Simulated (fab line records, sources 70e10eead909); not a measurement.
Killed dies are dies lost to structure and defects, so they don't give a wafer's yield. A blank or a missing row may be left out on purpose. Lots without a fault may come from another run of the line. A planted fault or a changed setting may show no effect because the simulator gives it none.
A struck lot beside a sound one | flow nand_harc | 29 steps out of a route of 1302
Sound: wafers L183.3, L183.4, L183.5. Struck: wafers L194.3, L194.5, L194.6. The cause comes at the end.
At each step with rows: each side's tool, then ch and its chambers, then its first start. Under that, the readings that differ: sound wafers | struck wafers | difference of the means | sigmas: that difference in standard deviations of wafers without a fault.
alike: readings whose means differ by less than 2 such deviations, and words and numbers that are the same on both sides. not compared: withheld readings, readings that some wafer has no value for, bounds like >300 that may hide the same value, and numbers for which the record gives no deviation and whose values overlap.
The two part at a step that has a row with sigmas, a row that says differs or no value, or rows on one side only. Numbers that don't overlap but have no deviation are shown without sigmas and don't part them. A reading that every wafer of one side lacks parts them only if that side has two wafers or more.

NHARC_A_CHANNEL_FILL_D1_CMP_10: polishes, target thk 150 nm.
  sound on cmp-02 ch 1,2, day 10 14:20; struck on cmp-04 ch 0,1,3, day 15 15:52
  reading             | sound          | struck         | difference | sigmas
  motor_current_A (A) | 13.6 12.6 13.3 | 11.2 11.1 12.0 | -1.7       | -2
  alike: edge_zone_pressure_frac, retaining_ring_pressure_frac, time_to_endpoint_s
then, 1 step without rows for these wafers: NHARC_A_CHANNEL_FILL_D1_SRD_12.
NHARC_A_CHANNEL_FILL_D1_INSPECT_13:
  sound on defect_inspect-01, day 10 14:43; struck on defect_inspect-01, day 15 16:13
  alike: raw_defect_count
NHARC_A_DECK1_JOINT_ETCHBACK_07: etches the open film in HBr, target depth 105 nm, time 26.9 s.
  sound on rie_si-05 ch 0,2,3, day 10 14:48; struck on rie_si-03 ch 0,3, day 15 16:17
  alike: drypump_motor_current_A, oes_product_au, throttle_valve_pct
  not compared: rf_hours_counter_h
then, 6 steps without rows for these wafers: NHARC_A_DECK1_JOINT_ETCH_25 (etches SiO2 in dHF, target depth 0.5 nm); NHARC_A_DECK1_JOINT_ETCH_19 (etches poly-Si in TMAH, target depth 3 nm); NHARC_A_DECK1_JOINT_ETCH_18 (etches SiO2 in dHF, target depth 3 nm); NHARC_A_DECK1_JOINT_WET_08 (chemistry H3PO4, time 86 s); NHARC_A_DECK1_JOINT_ETCH_09 (etches SiO2 in dHF, target depth 5 nm); NHARC_A_DECK1_JOINT_WET_10 (chemistry H3PO4, time 86 s).
NHARC_A_DECK1_JOINT_ETCH_11: etches SiO2 in dHF, target depth 35 nm.
  sound on wet_bench-02 ch 2,5,7, day 10 19:34; struck on wet_bench-01 ch 0,5,6, day 15 21:02
then, 1 step without rows for these wafers: NHARC_A_DECK1_JOINT_CVD_12 (deposits poly-Si, target thk 90 nm, time 1800 s).
NHARC_A_DECK1_JOINT_CMP_13: polishes, target thk 51.023 nm.
  sound on cmp-03 ch 0,1,2, day 11 01:08; struck on cmp-02 ch 0,2,3, day 16 02:41
  alike: edge_zone_pressure_frac, motor_current_A, retaining_ring_pressure_frac, time_to_endpoint_s
NHARC_A_DECK1_JOINT_THK_MEAS_14: measures by ellipsometry.
  sound on film_metro-01, day 11 01:21; struck on film_metro-01, day 16 02:52
  alike: thk_nm
then, 1 step without rows for these wafers: NHARC_A_DECK1_JOINT_SRD_04.
NHARC_A_DECK1_JOINT_ETCHBACK_00: etches the open film in HBr, target depth 30 nm, time 17.4 s.
  sound on rie_si-03 ch 0,1,3, day 11 01:30; struck on rie_si-02 ch 0,1,3, day 16 03:01
  alike: drypump_motor_current_A, oes_product_au, throttle_valve_pct
  not compared: rf_hours_counter_h
then, 8 steps without rows for these wafers: NHARC_A_DECK1_JOINT_PRECLEAN_30 (cleans in SC1); NHARC_A_DECK1_JOINT_SRD_31; NHARC_A_DECK1_JOINT_CVD_34 (deposits SiNx, target thk 20 nm); NHARC_A_DECK1_JOINT_DEP_06 (deposits SiOx, target thk 80 nm); NHARC_A_DECK1_JOINT_CURE_26 (time 32 s); NHARC_A_DECK1_JOINT_ANNEAL_27 (time 3600 s); NHARC_A_DECK1_JOINT_ANNEAL_28 (time 1800 s); NHARC_A_DECK1_JOINT_ANNEAL_29 (time 1800 s).
NHARC_A_DECK1_JOINT_CMP_02: polishes SiOx.
  sound on cmp-02 ch 2,3, day 11 21:10; struck on cmp-02 ch 0,3, day 17 00:49
  alike: edge_zone_pressure_frac, motor_current_A, retaining_ring_pressure_frac
then, 2 steps without rows for these wafers: NHARC_A_DECK1_JOINT_SRD_15; NHARC_A_DECK1_JOINT_DEP_16 (deposits SiO2, target thk 45 nm).
NHARC_A_DECK1_JOINT_THK_MEAS_17: measures by ellipsometry.
  sound on film_metro-01, day 11 21:50; struck on film_metro-01, day 17 01:29
  alike: thk_nm
-- the record jumps here: 12 days lie between the struck wafers' starts before and after (it left off in module A_DECK1_JOINT and takes up again in module END, whose first step shown is number 1302 of the route) --
NHARC_END_SORT_01:
  the record has rows for the struck wafers here (prober-01 ch 0, day 29 06:58) and none for the sound ones

WHERE THEY PART
First at NHARC_A_CHANNEL_FILL_D1_CMP_10; last, within this record, at NHARC_END_SORT_01.

WHY: what the simulator had put in
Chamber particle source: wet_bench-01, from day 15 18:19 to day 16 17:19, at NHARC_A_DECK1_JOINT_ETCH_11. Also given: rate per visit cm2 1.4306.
